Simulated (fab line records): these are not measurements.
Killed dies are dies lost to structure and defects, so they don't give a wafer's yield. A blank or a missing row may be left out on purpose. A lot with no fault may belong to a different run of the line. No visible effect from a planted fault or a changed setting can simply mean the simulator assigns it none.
What tool caused it? || flow nand-harc || 14 lots with 42 wafers sampled at 5 steps, on a route of 1302 steps

## WHAT THE GAUGES READ, wafer by wafer
Not one reading of a measure or inspect step in the record can be checked against a usual standard deviation.

## EACH LOT AND THE TOOL THAT RAN IT (in order: tool; ch and the chambers of the sampled wafers; start)
{"lot": "L258", "NHARC_A_BLC_ETCH_18": "rie-diel-10 ch 0,1,2, day 22 18:17 or earlier", "NHARC_A_BLC_CMP_25": "cmp-03 ch 0,1,3, day 22 18:17", "NHARC_A_M0_PVD_21": "pvd-sputter-01, day 22 20:55 or earlier", "NHARC_A_M0_ECD_22": "ecd-cu-02 ch 0,1, day 22 20:55", "NHARC_A_M0_CMP_23": "cmp-02 ch 0,1,2, day 22 21:57"}
{"lot": "L259", "NHARC_A_BLC_ETCH_18": "rie-diel-10 ch 0,2,3, day 23 01:53 or earlier", "NHARC_A_BLC_CMP_25": "cmp-01 ch 0,1,2, day 23 01:53", "NHARC_A_M0_PVD_21": "pvd-sputter-02, day 23 04:37 or earlier", "NHARC_A_M0_ECD_22": "ecd-cu-02 ch 0,1, day 23 04:37", "NHARC_A_M0_CMP_23": "cmp-03 ch 0,2,3, day 23 05:34"}
{"lot": "L262", "NHARC_A_BLC_ETCH_18": "rie-diel-13 ch 0,1,2, day 24 06:55 or earlier", "NHARC_A_BLC_CMP_25": "cmp-03 ch 0,1,3, day 24 06:55", "NHARC_A_M0_PVD_21": "pvd-sputter-03, day 24 09:39 or earlier", "NHARC_A_M0_ECD_22": "ecd-cu-02 ch 0,1, day 24 09:39", "NHARC_A_M0_CMP_23": "cmp-03 ch 0,1,3, day 24 10:25"}
{"lot": "L261", "NHARC_A_BLC_ETCH_18": "rie-diel-10 ch 0,1,2, day 24 08:49 or earlier", "NHARC_A_BLC_CMP_25": "cmp-04 ch 2,3, day 24 08:49", "NHARC_A_M0_PVD_21": "pvd-sputter-02, day 24 11:35 or earlier", "NHARC_A_M0_ECD_22": "ecd-cu-02 ch 0,1, day 24 11:35", "NHARC_A_M0_CMP_23": "cmp-01 ch 0,1,2, day 24 12:22"}
{"lot": "L263", "NHARC_A_BLC_ETCH_18": "rie-diel-10 ch 1,2,3, day 25 03:14 or earlier", "NHARC_A_BLC_CMP_25": "cmp-03 ch 0,1,3, day 25 03:14", "NHARC_A_M0_PVD_21": "pvd-sputter-03, day 25 05:56 or earlier", "NHARC_A_M0_ECD_22": "ecd-cu-01 ch 0,1, day 25 05:56", "NHARC_A_M0_CMP_23": "cmp-02 ch 0,1,2, day 25 06:45"}
{"lot": "L264", "NHARC_A_BLC_ETCH_18": "rie-diel-12 ch 1,2, day 25 05:16 or earlier", "NHARC_A_BLC_CMP_25": "cmp-03 ch 2,3, day 25 05:16", "NHARC_A_M0_PVD_21": "pvd-sputter-03, day 25 08:09 or earlier", "NHARC_A_M0_ECD_22": "ecd-cu-01 ch 0,1, day 25 08:09", "NHARC_A_M0_CMP_23": "cmp-02 ch 0,1,2, day 25 08:51"}
{"lot": "L267", "NHARC_A_BLC_ETCH_18": "rie-diel-12 ch 1,3, day 26 11:01 or earlier", "NHARC_A_BLC_CMP_25": "cmp-03 ch 1,3, day 26 11:01", "NHARC_A_M0_PVD_21": "pvd-sputter-03, day 26 13:40 or earlier", "NHARC_A_M0_ECD_22": "ecd-cu-01 ch 1, day 26 13:40", "NHARC_A_M0_CMP_23": "cmp-02 ch 0,3, day 26 14:23"}
{"lot": "L268", "NHARC_A_BLC_ETCH_18": "rie-diel-10 ch 0,2,3, day 27 19:03 or earlier", "NHARC_A_BLC_CMP_25": "cmp-01 ch 0,1,3, day 27 19:03", "NHARC_A_M0_PVD_21": "pvd-sputter-03, day 27 21:50 or earlier", "NHARC_A_M0_ECD_22": "ecd-cu-01 ch 0,1, day 27 21:50", "NHARC_A_M0_CMP_23": "cmp-03 ch 0,2,3, day 27 22:35"}
{"lot": "L269", "NHARC_A_BLC_ETCH_18": "rie-diel-10 ch 1,2,3, day 27 20:26 or earlier", "NHARC_A_BLC_CMP_25": "cmp-01 ch 1,3, day 27 20:26", "NHARC_A_M0_PVD_21": "pvd-sputter-01, day 27 23:17 or earlier", "NHARC_A_M0_ECD_22": "ecd-cu-01 ch 0,1, day 27 23:17", "NHARC_A_M0_CMP_23": "cmp-01 ch 1,3, day 27 23:58"}
{"lot": "L277", "NHARC_A_BLC_ETCH_18": "rie-diel-10 ch 0,2,3, day 30 08:16 or earlier", "NHARC_A_BLC_CMP_25": "cmp-03 ch 1,2, day 30 08:16", "NHARC_A_M0_PVD_21": "pvd-sputter-01, day 30 11:10 or earlier", "NHARC_A_M0_ECD_22": "ecd-cu-02 ch 0,1, day 30 11:10", "NHARC_A_M0_CMP_23": "cmp-01 ch 0,1,2, day 30 11:52"}
{"lot": "L278", "NHARC_A_BLC_ETCH_18": "rie-diel-10 ch 1,3, day 31 05:19 or earlier", "NHARC_A_BLC_CMP_25": "cmp-03 ch 0,3, day 31 05:19", "NHARC_A_M0_PVD_21": "pvd-sputter-03, day 31 08:06 or earlier", "NHARC_A_M0_ECD_22": "ecd-cu-01 ch 1, day 31 08:06", "NHARC_A_M0_CMP_23": "cmp-02 ch 0,1,3, day 31 08:50"}
{"lot": "L279", "NHARC_A_BLC_ETCH_18": "rie-diel-12 ch 0,1,3, day 31 09:09 or earlier", "NHARC_A_BLC_CMP_25": "cmp-04 ch 1,2,3, day 31 09:09", "NHARC_A_M0_PVD_21": "pvd-sputter-02, day 31 11:55 or earlier", "NHARC_A_M0_ECD_22": "ecd-cu-02 ch 0,1, day 31 11:55", "NHARC_A_M0_CMP_23": "cmp-02 ch 1,3, day 31 12:38"}
{"lot": "L281", "NHARC_A_BLC_ETCH_18": "rie-diel-13 ch 0,1,3, day 32 04:43 or earlier", "NHARC_A_BLC_CMP_25": "cmp-04 ch 0,1,2, day 32 04:43", "NHARC_A_M0_PVD_21": "pvd-sputter-02, day 32 07:29 or earlier", "NHARC_A_M0_ECD_22": "ecd-cu-01 ch 0,1, day 32 07:29", "NHARC_A_M0_CMP_23": "cmp-01 ch 1,2,3, day 32 08:14"}
{"lot": "L280", "NHARC_A_BLC_ETCH_18": "rie-diel-12 ch 2,3, day 32 06:32 or earlier", "NHARC_A_BLC_CMP_25": "cmp-04 ch 0,2,3, day 32 06:32", "NHARC_A_M0_PVD_21": "pvd-sputter-03, day 32 09:17 or earlier", "NHARC_A_M0_ECD_22": "ecd-cu-01 ch 0,1, day 32 09:17", "NHARC_A_M0_CMP_23": "cmp-01 ch 0,1,3, day 32 10:08"}
- NHARC_A_BLC_ETCH_18: etches the open film in C4F8/O2/Ar, target depth 910 nm.
- NHARC_A_BLC_CMP_25: polishes, t overpolish 30 s, target thk 150 nm.
- NHARC_A_M0_PVD_21: deposits Cu, target thk 30 nm, time 20.49 s.
- NHARC_A_M0_ECD_22: material Cu, target thk 400 nm.
- NHARC_A_M0_CMP_23: polishes, t overpolish 20 s, target thk 113.75 nm.

## WHAT THE TOOLS THEMSELVES READ (means of the sampled wafers that have a number; where no wafer has one, the mark that the record gives instead)
NHARC_A_BLC_ETCH_18. Usual: oes-product-au 0.941 a.u., standard deviation 0.02; rf-fwd-power-W 599.0 W, standard deviation 1.7; rf-vpp-V 979 V, standard deviation 4.7.
{"lot": "L258", "tool": "rie-diel-10", "oes-product-au (a.u.)": 0.976, "rf-fwd-power-W (W)": 598.6, "rf-vpp-V (V)": 977, "flag": ""}
{"lot": "L259", "tool": "rie-diel-10", "oes-product-au (a.u.)": 0.925, "rf-fwd-power-W (W)": 599.7, "rf-vpp-V (V)": 976, "flag": ""}
{"lot": "L262", "tool": "rie-diel-13", "oes-product-au (a.u.)": 0.928, "rf-fwd-power-W (W)": 596.5, "rf-vpp-V (V)": 977, "flag": ""}
{"lot": "L261", "tool": "rie-diel-10", "oes-product-au (a.u.)": 0.958, "rf-fwd-power-W (W)": 599.2, "rf-vpp-V (V)": 977, "flag": ""}
{"lot": "L263", "tool": "rie-diel-10", "oes-product-au (a.u.)": 0.927, "rf-fwd-power-W (W)": 600.2, "rf-vpp-V (V)": 979, "flag": ""}
{"lot": "L264", "tool": "rie-diel-12", "oes-product-au (a.u.)": 0.930, "rf-fwd-power-W (W)": 599.1, "rf-vpp-V (V)": 982, "flag": ""}
{"lot": "L267", "tool": "rie-diel-12", "oes-product-au (a.u.)": 0.921, "rf-fwd-power-W (W)": 599.2, "rf-vpp-V (V)": 981, "flag": ""}
{"lot": "L268", "tool": "rie-diel-10", "oes-product-au (a.u.)": 0.973, "rf-fwd-power-W (W)": 598.5, "rf-vpp-V (V)": 977, "flag": ""}
{"lot": "L269", "tool": "rie-diel-10", "oes-product-au (a.u.)": 0.951, "rf-fwd-power-W (W)": 598.5, "rf-vpp-V (V)": 979, "flag": ""}
{"lot": "L277", "tool": "rie-diel-10", "oes-product-au (a.u.)": 0.953, "rf-fwd-power-W (W)": 599.3, "rf-vpp-V (V)": 976, "flag": ""}
{"lot": "L278", "tool": "rie-diel-10", "oes-product-au (a.u.)": 0.914, "rf-fwd-power-W (W)": 599.3, "rf-vpp-V (V)": 982, "flag": ""}
{"lot": "L279", "tool": "rie-diel-12", "oes-product-au (a.u.)": 0.921, "rf-fwd-power-W (W)": 599.9, "rf-vpp-V (V)": 982, "flag": ""}
{"lot": "L281", "tool": "rie-diel-13", "oes-product-au (a.u.)": 0.968, "rf-fwd-power-W (W)": 597.9, "rf-vpp-V (V)": 979, "flag": ""}
{"lot": "L280", "tool": "rie-diel-12", "oes-product-au (a.u.)": 0.927, "rf-fwd-power-W (W)": 599.9, "rf-vpp-V (V)": 977, "flag": ""}

NHARC_A_BLC_CMP_25. Usual: motor-current-A 12.4 A, standard deviation 1.3; overpolish-run-s 30.001 s, standard deviation 0.009; retaining-ring-pressure-frac 1.000, standard deviation 0.0048; time-to-endpoint-s 29 s, standard deviation 3.2.
{"lot": "L258", "tool": "cmp-03", "motor-current-A (A)": 12.0, "overpolish-run-s (s)": 30.009, "retaining-ring-pressure-frac": 1.000, "time-to-endpoint-s (s)": 29, "flag": ""}
{"lot": "L259", "tool": "cmp-01", "motor-current-A (A)": 12.8, "overpolish-run-s (s)": 29.992, "retaining-ring-pressure-frac": 1.004, "time-to-endpoint-s (s)": 27, "flag": ""}
{"lot": "L262", "tool": "cmp-03", "motor-current-A (A)": 11.6, "overpolish-run-s (s)": 30.012, "retaining-ring-pressure-frac": 1.001, "time-to-endpoint-s (s)": 24, "flag": ""}
{"lot": "L261", "tool": "cmp-04", "motor-current-A (A)": 11.3, "overpolish-run-s (s)": 29.997, "retaining-ring-pressure-frac": 1.003, "time-to-endpoint-s (s)": 28, "flag": ""}
{"lot": "L263", "tool": "cmp-03", "motor-current-A (A)": 11.6, "overpolish-run-s (s)": 30.006, "retaining-ring-pressure-frac": 1.000, "time-to-endpoint-s (s)": 27, "flag": ""}
{"lot": "L264", "tool": "cmp-03", "motor-current-A (A)": 14.2, "overpolish-run-s (s)": 30.001, "retaining-ring-pressure-frac": 1.006, "time-to-endpoint-s (s)": 29, "flag": ""}
{"lot": "L267", "tool": "cmp-03", "motor-current-A (A)": 11.6, "overpolish-run-s (s)": 30.011, "retaining-ring-pressure-frac": 0.998, "time-to-endpoint-s (s)": 27, "flag": ""}
{"lot": "L268", "tool": "cmp-01", "motor-current-A (A)": 12.6, "overpolish-run-s (s)": 30.006, "retaining-ring-pressure-frac": 0.999, "time-to-endpoint-s (s)": 32, "flag": ""}
{"lot": "L269", "tool": "cmp-01", "motor-current-A (A)": 11.7, "overpolish-run-s (s)": 30.006, "retaining-ring-pressure-frac": 1.003, "time-to-endpoint-s (s)": 31, "flag": ""}
{"lot": "L277", "tool": "cmp-03", "motor-current-A (A)": 13.5, "overpolish-run-s (s)": 29.993, "retaining-ring-pressure-frac": 0.999, "time-to-endpoint-s (s)": 28, "flag": ""}
{"lot": "L278", "tool": "cmp-03", "motor-current-A (A)": 12.1, "overpolish-run-s (s)": 30.001, "retaining-ring-pressure-frac": 1.003, "time-to-endpoint-s (s)": 30, "flag": ""}
{"lot": "L279", "tool": "cmp-04", "motor-current-A (A)": 11.7, "overpolish-run-s (s)": 30.001, "retaining-ring-pressure-frac": 0.998, "time-to-endpoint-s (s)": 29, "flag": ""}
{"lot": "L281", "tool": "cmp-04", "motor-current-A (A)": 12.6, "overpolish-run-s (s)": 30.005, "retaining-ring-pressure-frac": 1.002, "time-to-endpoint-s (s)": 26, "flag": ""}
{"lot": "L280", "tool": "cmp-04", "motor-current-A (A)": 12.2, "overpolish-run-s (s)": 30.001, "retaining-ring-pressure-frac": 0.995, "time-to-endpoint-s (s)": 30, "flag": ""}

NHARC_A_M0_PVD_21. Usual: throttle-valve-pct reads 30.1 % (standard deviation 0.79).
{"lot": "L258", "tool": "pvd-sputter-01", "throttle-valve-pct (%)": 30.6, "flag": ""}
{"lot": "L259", "tool": "pvd-sputter-02", "throttle-valve-pct (%)": 30.3, "flag": ""}
{"lot": "L262", "tool": "pvd-sputter-03", "throttle-valve-pct (%)": 30.2, "flag": ""}
{"lot": "L261", "tool": "pvd-sputter-02", "throttle-valve-pct (%)": 29.6, "flag": ""}
{"lot": "L263", "tool": "pvd-sputter-03", "throttle-valve-pct (%)": 30.0, "flag": ""}
{"lot": "L264", "tool": "pvd-sputter-03", "throttle-valve-pct (%)": 30.1, "flag": ""}
{"lot": "L267", "tool": "pvd-sputter-03", "throttle-valve-pct (%)": 29.8, "flag": ""}
{"lot": "L268", "tool": "pvd-sputter-03", "throttle-valve-pct (%)": 30.4, "flag": ""}
{"lot": "L269", "tool": "pvd-sputter-01", "throttle-valve-pct (%)": 30.1, "flag": ""}
{"lot": "L277", "tool": "pvd-sputter-01", "throttle-valve-pct (%)": 29.9, "flag": ""}
{"lot": "L278", "tool": "pvd-sputter-03", "throttle-valve-pct (%)": 30.5, "flag": ""}
{"lot": "L279", "tool": "pvd-sputter-02", "throttle-valve-pct (%)": 30.1, "flag": ""}
{"lot": "L281", "tool": "pvd-sputter-02", "throttle-valve-pct (%)": 30.1, "flag": ""}
{"lot": "L280", "tool": "pvd-sputter-03", "throttle-valve-pct (%)": 30.7, "flag": ""}

NHARC_A_M0_ECD_22. Usual: bath-temp-c reads 25.02 C (standard deviation 0.099).
{"lot": "L258", "tool": "ecd-cu-02", "bath-temp-c (C)": 25.18, "flag": ""}
{"lot": "L259", "tool": "ecd-cu-02", "bath-temp-c (C)": 25.05, "flag": ""}
{"lot": "L262", "tool": "ecd-cu-02", "bath-temp-c (C)": 24.95, "flag": ""}
{"lot": "L261", "tool": "ecd-cu-02", "bath-temp-c (C)": 25.02, "flag": ""}
{"lot": "L263", "tool": "ecd-cu-01", "bath-temp-c (C)": 25.02, "flag": ""}
{"lot": "L264", "tool": "ecd-cu-01", "bath-temp-c (C)": 25.05, "flag": ""}
{"lot": "L267", "tool": "ecd-cu-01", "bath-temp-c (C)": 24.93, "flag": ""}
{"lot": "L268", "tool": "ecd-cu-01", "bath-temp-c (C)": 25.02, "flag": ""}
{"lot": "L269", "tool": "ecd-cu-01", "bath-temp-c (C)": 24.96, "flag": ""}
{"lot": "L277", "tool": "ecd-cu-02", "bath-temp-c (C)": 24.98, "flag": ""}
{"lot": "L278", "tool": "ecd-cu-01", "bath-temp-c (C)": 24.86, "flag": ""}
{"lot": "L279", "tool": "ecd-cu-02", "bath-temp-c (C)": 25.12, "flag": ""}
{"lot": "L281", "tool": "ecd-cu-01", "bath-temp-c (C)": 25.07, "flag": ""}
{"lot": "L280", "tool": "ecd-cu-01", "bath-temp-c (C)": 24.98, "flag": ""}

NHARC_A_M0_CMP_23. Usual: motor-current-A 12.2 A, standard deviation 1.2; retaining-ring-pressure-frac 1.000, standard deviation 0.005; time-to-endpoint-s 27.5 s, standard deviation 2.7.
{"lot": "L258", "tool": "cmp-02", "motor-current-A (A)": 11.3, "retaining-ring-pressure-frac": 1.000, "time-to-endpoint-s (s)": 28.3, "flag": ""}
{"lot": "L259", "tool": "cmp-03", "motor-current-A (A)": 13.0, "retaining-ring-pressure-frac": 0.997, "time-to-endpoint-s (s)": 27.5, "flag": ""}
{"lot": "L262", "tool": "cmp-03", "motor-current-A (A)": 12.0, "retaining-ring-pressure-frac": 1.007, "time-to-endpoint-s (s)": 25.8, "flag": ""}
{"lot": "L261", "tool": "cmp-01", "motor-current-A (A)": 12.9, "retaining-ring-pressure-frac": 1.001, "time-to-endpoint-s (s)": 24.2, "flag": ""}
{"lot": "L263", "tool": "cmp-02", "motor-current-A (A)": 11.7, "retaining-ring-pressure-frac": 1.001, "time-to-endpoint-s (s)": 26.5, "flag": ""}
{"lot": "L264", "tool": "cmp-02", "motor-current-A (A)": 11.3, "retaining-ring-pressure-frac": 0.998, "time-to-endpoint-s (s)": 30.3, "flag": ""}
{"lot": "L267", "tool": "cmp-02", "motor-current-A (A)": 10.9, "retaining-ring-pressure-frac": 0.996, "time-to-endpoint-s (s)": 27.6, "flag": ""}
{"lot": "L268", "tool": "cmp-03", "motor-current-A (A)": 12.9, "retaining-ring-pressure-frac": 0.997, "time-to-endpoint-s (s)": 19.7, "flag": ""}
{"lot": "L269", "tool": "cmp-01", "motor-current-A (A)": 11.8, "retaining-ring-pressure-frac": 1.001, "time-to-endpoint-s (s)": 22.7, "flag": ""}
{"lot": "L277", "tool": "cmp-01", "motor-current-A (A)": 12.5, "retaining-ring-pressure-frac": 0.996, "time-to-endpoint-s (s)": 26.8, "flag": ""}
{"lot": "L278", "tool": "cmp-02", "motor-current-A (A)": 11.3, "retaining-ring-pressure-frac": 1.000, "time-to-endpoint-s (s)": 29.9, "flag": ""}
{"lot": "L279", "tool": "cmp-02", "motor-current-A (A)": 11.2, "retaining-ring-pressure-frac": 0.999, "time-to-endpoint-s (s)": 31.2, "flag": ""}
{"lot": "L281", "tool": "cmp-01", "motor-current-A (A)": 12.5, "retaining-ring-pressure-frac": 0.998, "time-to-endpoint-s (s)": 27.8, "flag": ""}
{"lot": "L280", "tool": "cmp-01", "motor-current-A (A)": 12.5, "retaining-ring-pressure-frac": 1.004, "time-to-endpoint-s (s)": 27.3, "flag": ""}

## THE ANSWER, worked out from the rows above alone
Rule: a lot is off if the mean of its wafers that have a number lies more than 3 standard deviations from the usual mean. A lot without any number at a reading at which 4 lots or more have one is off too. The other lots that the step has rows for count as sound. After the gauges, taken in route order, come the tools' own readings; for these a lot's mean is taken, as printed above. At the first step where some lot is off, the reading lying furthest off is the one used; lots without a number count as furthest.
No lot is off on any of the readings shown, so nothing can be concluded from this.

## WHAT THE SIMULATOR PUT IN
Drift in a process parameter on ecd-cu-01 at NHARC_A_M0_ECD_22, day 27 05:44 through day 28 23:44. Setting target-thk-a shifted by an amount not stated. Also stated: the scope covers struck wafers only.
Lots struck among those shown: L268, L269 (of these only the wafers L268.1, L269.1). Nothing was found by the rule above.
